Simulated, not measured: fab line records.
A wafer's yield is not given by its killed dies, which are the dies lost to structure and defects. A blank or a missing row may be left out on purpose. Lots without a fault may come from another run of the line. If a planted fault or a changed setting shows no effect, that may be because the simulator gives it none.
A lot that was struck, set against a sound lot -- flow n5 finfet -- 38 steps out of a route of 1938
Sound: these wafers, L448.1, L448.2, L448.3. Struck: wafer L457.6 (left out: L457.4, L457.5 of the same lot, which were not struck); the cause appears at the end.
Order at every step that has rows: each side's tool, ch and its chambers, its first start. Under that, the readings that differ: sound wafers -- struck wafers -- difference of the means -- sigmas: that difference in standard deviations of wafers without a fault.
alike: readings with means less than 2 such deviations apart, plus words and numbers identical on both sides. not compared: withheld readings, readings lacking a value on some wafer, bounds such as >300 that could conceal the same value, and numbers that have no deviation in the record and whose values overlap.
A row with sigmas, a row that says differs or no value, or rows on one side alone: a step with any of these is where the two part. Numbers that have no deviation but don't overlap get no sigmas and don't part them. A reading that every wafer of one side lacks parts them only if that side has two wafers or more.

first, 9 steps without rows for these wafers: N5_BEOL_M4_ANNEAL_95 (time 240 s); N5_BEOL_M4_SPUTTER_96 (material Cu, target thk 4.5 nm, time 8.29 s); N5_BEOL_M4_ECD_50 (material Cu, target thk 300 nm); N5_BEOL_M4_ANNEAL_51 (time 90 s); N5_BEOL_M4_CMP_52 (polishes, stops on SiOC, t overpolish 6.8 s, target thk 40 nm); N5_BEOL_M4_PRE_CLEAN_60 (time 15 s); N5_BEOL_M4_CO_CAP_55 (material Co, precursor CCTBA/H2, target thk 2 nm, time 102.1 s); N5_BEOL_M4_PRE_CLEAN_56 (time 15 s); N5_BEOL_M4_DEP_57 (deposits SiCN from 3MS/NH3, target thk 8 nm, time 14 s).
N5_BEOL_M4_RC_MEAS_101:
  sound on prober-01 ch 0, day 9 17:19; struck on prober-02 ch 0, day 12 13:23
reading,sound,struck,difference,sigmas
DIBL_N (mV/V),32.9 35.0 35.7,39.3,+4.8,+3
DIBL_P (mV/V),33.7 36.4 36.3,40.4,+4.9,+2
IOFF_N (nA/um),0.103 0.132 0.132,0.196,+0.074,+3
IOFF_P (nA/um),0.14 0.17 0.16,0.23,+0.07,+2
SS_N (mV/dec),70.3 70.6 71.3,72.1,+1.4,+2
SS_P (mV/dec),72.6 72.8 73.1,74.7,+1.9,+3
VT_P (mV),-258 -257 -257,-250,+7,+2
  alike: ION_N, ION_P, VT_N
then, 24 steps without rows for these wafers: N5_BEOL_M5_ILD_DEP_00 (deposits SiCOH lowk from DEMS/porogen, target thk 140.64 nm, time 25.9 s); N5_BEOL_M5_CURE_79 (cures SiCOH lowk, time 240 s); N5_BEOL_M5_PECVD_70 (deposits SiO2 from TEOS/O2, target thk 16 nm, time 18 s); N5_BEOL_M5_HM_DEP_02 (deposits TiN, target thk 20 nm); N5_BEOL_M5_COAT_59 (time 60 s, resist thk 60 nm); N5_BEOL_M5_COAT_60 (time 60 s, resist thk 12 nm); N5_BEOL_M5_COAT_71 (time 60 s, resist thk 5 nm); N5_BEOL_M5_COAT_05 (resist thk 30 nm); N5_BEOL_M5_EBR_07; N5_BEOL_M5_SOFTBAKE_06 (time 60 s); N5_BEOL_M5_EXPOSE_08 (exposes mask M5, target cd 28 nm); N5_BEOL_M5_PEB_09 (peb time 60 s); N5_BEOL_M5_DEVELOP_10 (develop time 30 s); N5_BEOL_M5_DESCUM_16 (chemistry O2, time 7 s); N5_BEOL_M5_ETCH_72 (etches underlayer in N2/H2, target depth 6.5 nm, time 5.2 s); N5_BEOL_M5_ETCH_61 (etches SiARC in CF4, target depth 15.6 nm, time 26 s); N5_BEOL_M5_ETCH_62 (etches SOC in N2/H2, target depth 75 nm, overetch 15 nm, time 112.5 s); N5_BEOL_M5_STRIP_63 (strips in N2/H2); N5_BEOL_M5_STRIP_73 (strips in N2/H2); N5_BEOL_M5_STRIP_64 (strips in CF4); N5_BEOL_M5_HM_OPEN_17 (chemistry Cl2/BCl3, target TiN, target depth 20 nm, overetch 6 nm); N5_BEOL_M5_STRIP_19 (strips in O2); N5_BEOL_M5_COAT_65 (time 60 s, resist thk 60 nm); N5_BEOL_M5_COAT_66 (time 60 s, resist thk 12 nm).
-- a jump in the record: the struck wafers' starts before and after are 2 days apart (it breaks off in module BEOL_M5 and resumes in module BEOL_M11, where the first step shown is number 1536 of the route) --
N5_BEOL_M11_ILD_DEP_00: deposits SiCOH lowk from DEMS/porogen, target thk 308.51 nm, time 58 s.
  sound on pecvd-04 ch 0,1,2, day 12 02:09; struck on pecvd-04 ch 0, day 14 20:32
reading,sound,struck,difference,sigmas
run length s (s),100.8 101.2 100.6,128.4,+27.5,+61
showerhead plenum p Torr (Torr),5.764 5.761 5.760,5.735,-0.027,-2
model.SiCOH_lowk_of_BEOL_M11_ILD_DEP_00.thk nm (nm),301.8 302.2 302.4,459,+157,
  alike: heater power outer w, heater power w, throttle valve pct
N5_BEOL_M11_THK_MEAS_01:
  sound: film metro-01 at day 12 03:13; struck: film metro-02 at day 14 21:06
reading,sound,struck,difference,sigmas
M11_ILD_THK (nm),262 263 263,402,+139,+38
N5_BEOL_M11_CMP_52: polishes, stops on SiCOH lowk, t overpolish 7 s, target thk 140 nm.
  sound on cmp-04 ch 0,1,3, day 12 09:25; struck on cmp-04 ch 0, day 15 06:31
reading,sound,struck,difference,sigmas
model.SiCOH_lowk_of_BEOL_M11_ILD_DEP_00.thk nm (nm),259.2 259.6 259.6,399,+140,
  alike: clearing platen down force psi, motor current A, slurry filter dp kPa
N5_PASSIVATION_PROBE_49:
  sound: prober-01 at day 14 05:32; struck: prober-02 at day 16 21:15
reading,sound,struck,difference,sigmas
defect limited yield (%),93.5 93.1 90.6,0,-92,-71
killed_at_M4_up,9 9 8,1097,+1088,+99 or more
killed dies,77 81 111,1180,+1090,+68
killed on rim,13 8 12,152,+141,+35
sort_bin_5_function (%),4.4 3.8 5.4,96.9,+92.4,+99 or more
sort n pass,1103 1099 1069,0,-1090,-68
sort yield pct (%),93.5 93.1 90.6,0,-92,-71
  alike: killed_at_M0_to_M3, killed at contacts, killed at front end, killed at other, killed open, killed short, sort_bin_4_leakage, sort_bin_6_memory, sort_bin_8_speed

## WHERE THEY PART
First at N5_BEOL_M4_RC_MEAS_101; last, within this record, at N5_PASSIVATION_PROBE_49.

WHY: whatever the simulator had introduced
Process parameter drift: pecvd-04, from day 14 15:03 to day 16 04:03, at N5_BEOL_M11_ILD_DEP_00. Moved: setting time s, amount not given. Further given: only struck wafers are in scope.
